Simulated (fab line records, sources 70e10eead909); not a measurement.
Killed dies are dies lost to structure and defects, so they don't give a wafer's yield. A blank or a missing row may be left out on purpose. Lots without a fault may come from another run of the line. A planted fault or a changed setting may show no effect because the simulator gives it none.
Problem report in the 8D (eight disciplines) form, filled by code | flow nand_harc | the parts of the form that need people (team, actions taken, sign-off) are left out

1. THE PROBLEM
rf_fwd_power_W at NHARC_A_STAIRCASE_DEP_325 reads a mean of 698.8 W on 2 wafers of 2 lots; wafers without a fault read 499.4 W with a standard deviation of 1.5. That is +99 or more standard deviations from the usual mean.
The step: deposits SiO2, target thk 3800 nm.
First seen on wafer L302.3, day 15 13:04, on pecvd-04. The record holds 36 wafers of 12 lots with a number at this step. Rule for "out", or "out of limits": more than 4 standard deviations from the usual mean. The other wafers with a number count as sound.

2. WHAT IT IS AND WHAT IT IS NOT
question                    | is                | is not
which readings at this step | rf_fwd_power_W    | heater_power_w, mfc_precursor_sccm
which lots                  | L302, L305        | L292, L293, L294, L295, L299, L307, L308, L309, L311, L313
which wafers of those lots  | L302.3, L305.5    | L302.2, L302.4, L305.2, L305.4
read on which tools         | pecvd-04          | pecvd-01, pecvd-03
when                        | from day 15 13:04 | up to then (17 sound wafers); but 17 sound wafers of L305, L307, L308, L309, L311, L313 came after

3. SUSPECTS, AND WHAT RULES EACH OUT
Counting: a tool at a process step up to the reading stays a suspect if it ran every lot that is out. Sound lots after the first of them don't rule it out here, since some wafers of a struck lot are sound.
- rie_diel-13 at NHARC_A_STAIRCASE_ETCH_453 (etches the open film in CF4/O2, target depth 30 nm, overetch 3 nm, time 16.5 s): kept. It ran every lot that is out, first L302 (day 14 08:59). NHARC_A_STAIRCASE_ETCH_453 gives no start for some lots, so the hours and the order of its lots are those of NHARC_A_STAIRCASE_STRIP_476.
- rie_diel-02 at NHARC_A_STAIRCASE_STRIP_476 (strips in O2, time 20 s): kept. It ran every lot that is out, first L302 (day 14 08:59); its last sound lot up to then is L295 (day 12 18:56).
- pecvd-04 at NHARC_A_STAIRCASE_DEP_325 (deposits SiO2, target thk 3800 nm): kept. It ran every lot that is out, first L302 (day 15 13:04); its last sound lot up to then is L295 (day 13 23:10). Its own readings are out on those wafers: rf_fwd_power_W.
- Within pecvd-04 at NHARC_A_STAIRCASE_DEP_325: the wafers that are out ran in chamber 1; their sound lot-mates ran in chambers 0, 2.
Left after counting: rie_diel-13 at NHARC_A_STAIRCASE_ETCH_453, rie_diel-02 at NHARC_A_STAIRCASE_STRIP_476, pecvd-04 at NHARC_A_STAIRCASE_DEP_325.

4. THE CAUSE (what the simulator had put in)
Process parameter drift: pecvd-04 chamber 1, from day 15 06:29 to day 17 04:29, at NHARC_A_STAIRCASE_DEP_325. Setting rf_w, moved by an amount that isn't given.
Counting left 3 suspects, and this tool is among them.

5. THE CHAIN OF EFFECTS, in route order
Each row: a reading whose mean over the struck wafers that have a number lies more than 3 standard deviations from the usual. Only readings for which the record gives a usual standard deviation are gone through. hours: the time from each lot's start at the first step in this table that gives one to its start at this step, as a median over the lots. sigmas: the change in usual standard deviations.
hours | step                      | reading        | usual   | on struck wafers | change | sigmas
0     | NHARC_A_STAIRCASE_DEP_325 | rf_fwd_power_W | 499.4 W | 698.8            | +199.4 | +99 or more
The process steps in it:
- NHARC_A_STAIRCASE_DEP_325: deposits SiO2, target thk 3800 nm.

6. WHAT WOULD HAVE CAUGHT IT SOONER
In this record the first reading out of limits was taken at day 15 13:04, 7 hours after the fault began at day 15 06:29.
